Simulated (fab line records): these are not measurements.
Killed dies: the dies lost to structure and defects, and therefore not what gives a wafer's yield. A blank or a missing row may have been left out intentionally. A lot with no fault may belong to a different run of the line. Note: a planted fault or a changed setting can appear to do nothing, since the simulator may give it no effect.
Which tool was responsible? :: flow nand harc :: Sampling: 7 lots, 19 wafers, 5 of 1159 route steps

## WHAT THE GAUGES READ, wafer by wafer
NHARC_END_SORT_01.
lot: L742
measured: day 21 01:27
on: prober-01
killed at array: 36 26 34

lot: L744
measured: day 22 00:52
on: prober-02
killed at array: 15 21 12

lot: L746
measured: day 22 07:05
on: prober-02
killed at array: 30 24 26

lot: L749
measured: day 22 22:37
on: prober-02
killed at array: 38 36 34

lot: L753
measured: day 23 07:25
on: prober-01
killed at array: 31 37 29

lot: L757
measured: day 23 23:53
on: prober-01
killed at array: 672 674

lot: L759
measured: day 24 07:19
on: prober-02
killed at array: 673 35

## EACH LOT AND THE TOOL THAT RAN IT (in order: tool; ch and the chambers of the sampled wafers; start)
lot: L742
NHARC_A_CHANNEL_HOLE_D1_DEP_01: pecvd-03 ch 0,2, day 8 20:21
NHARC_THIN_TSV_STRIP_62: plasma asher-02 ch 0,1, day 19 13:29
NHARC_THIN_TSV_DEGAS_49: pvd sputter-01, day 19 13:38
NHARC_THIN_TSV_PRE_CLEAN_50: pvd sputter-01, day 21 01:27 or earlier

lot: L744
NHARC_A_CHANNEL_HOLE_D1_DEP_01: pecvd-03 ch 0,1, day 9 12:26
NHARC_THIN_TSV_STRIP_62: plasma asher-02 ch 0,1, day 20 00:08
NHARC_THIN_TSV_DEGAS_49: pvd sputter-03, day 20 00:14
NHARC_THIN_TSV_PRE_CLEAN_50: pvd sputter-03, day 22 00:52 or earlier

lot: L746
NHARC_A_CHANNEL_HOLE_D1_DEP_01: pecvd-04 ch 0,1,2, day 10 00:51
NHARC_THIN_TSV_STRIP_62: plasma asher-01 ch 0,1, day 21 02:15
NHARC_THIN_TSV_DEGAS_49: pvd sputter-02, day 21 02:25
NHARC_THIN_TSV_PRE_CLEAN_50: pvd sputter-02, day 22 07:05 or earlier

lot: L749
NHARC_A_CHANNEL_HOLE_D1_DEP_01: pecvd-03 ch 0,1,2, day 10 20:14
NHARC_THIN_TSV_STRIP_62: plasma asher-01 ch 0,1, day 21 09:24
NHARC_THIN_TSV_DEGAS_49: pvd sputter-03, day 21 09:35
NHARC_THIN_TSV_PRE_CLEAN_50: pvd sputter-03, day 22 22:37 or earlier

lot: L753
NHARC_A_CHANNEL_HOLE_D1_DEP_01: pecvd-03 ch 0,1,2, day 11 12:25
NHARC_THIN_TSV_STRIP_62: plasma asher-01 ch 1, day 22 07:07
NHARC_THIN_TSV_DEGAS_49: pvd sputter-01, day 22 07:16
NHARC_THIN_TSV_PRE_CLEAN_50: pvd sputter-01, day 23 07:25 or earlier

lot: L757
NHARC_A_CHANNEL_HOLE_D1_DEP_01: pecvd-03 ch 0,2, day 12 19:38
NHARC_THIN_TSV_STRIP_62: -
NHARC_THIN_TSV_DEGAS_49: -
NHARC_THIN_TSV_PRE_CLEAN_50: -

lot: L759
NHARC_A_CHANNEL_HOLE_D1_DEP_01: pecvd-03 ch 1,2, day 13 04:11
NHARC_THIN_TSV_STRIP_62: plasma asher-02 ch 0, day 23 08:37
NHARC_THIN_TSV_DEGAS_49: pvd sputter-03, day 23 08:45
NHARC_THIN_TSV_PRE_CLEAN_50: pvd sputter-03, day 24 07:19 or earlier
- NHARC_A_CHANNEL_HOLE_D1_DEP_01: deposits SiON, target thk 140 nm.
- NHARC_THIN_TSV_STRIP_62: strips in N2/H2, time 20 s.
- NHARC_THIN_TSV_DEGAS_49: time 120 s.
- NHARC_THIN_TSV_PRE_CLEAN_50: time 30 s.

## THE ANSWER, worked out from the rows above alone
Rule: the usual values come from the lots themselves. The widest of any qualifying gaps counts: lots, ordered by their means at a reading, are off when they make up no more than a third of the lots, leave a main group of 4 or more, and stand apart from it by 3 or more times the standard deviation of that group's means. A main group whose means are all the same, to the digits that the tables above print for the reading, isn't used. A lot without any number at a reading at which 4 lots or more have one is off too. All remaining lots with rows at the step are treated as sound.
Off: L757, L759, at NHARC_END_SORT_01 (killed at array). Mean 29 and standard deviation 7 in the main group.
If a tool, at a process step before that reading, ran all the lots that are off and no sound lot after the first of them, it fits. The gauges at NHARC_END_SORT_01 are tried like those tools. With no start given for some of its lots, NHARC_THIN_TSV_PRE_CLEAN_50 uses the hours and lot order of NHARC_END_SORT_01. One fits: pecvd-03 at NHARC_A_CHANNEL_HOLE_D1_DEP_01. A fault onset in the window from L753 (day 11 12:25, its last sound lot) to L757 (day 12 19:38, its first lot off) fits.

## WHAT HAD BEEN PUT IN BY THE SIMULATOR
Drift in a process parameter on pecvd-03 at NHARC_A_CHANNEL_HOLE_D1_DEP_01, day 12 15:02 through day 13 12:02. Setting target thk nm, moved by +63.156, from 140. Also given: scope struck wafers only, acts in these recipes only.
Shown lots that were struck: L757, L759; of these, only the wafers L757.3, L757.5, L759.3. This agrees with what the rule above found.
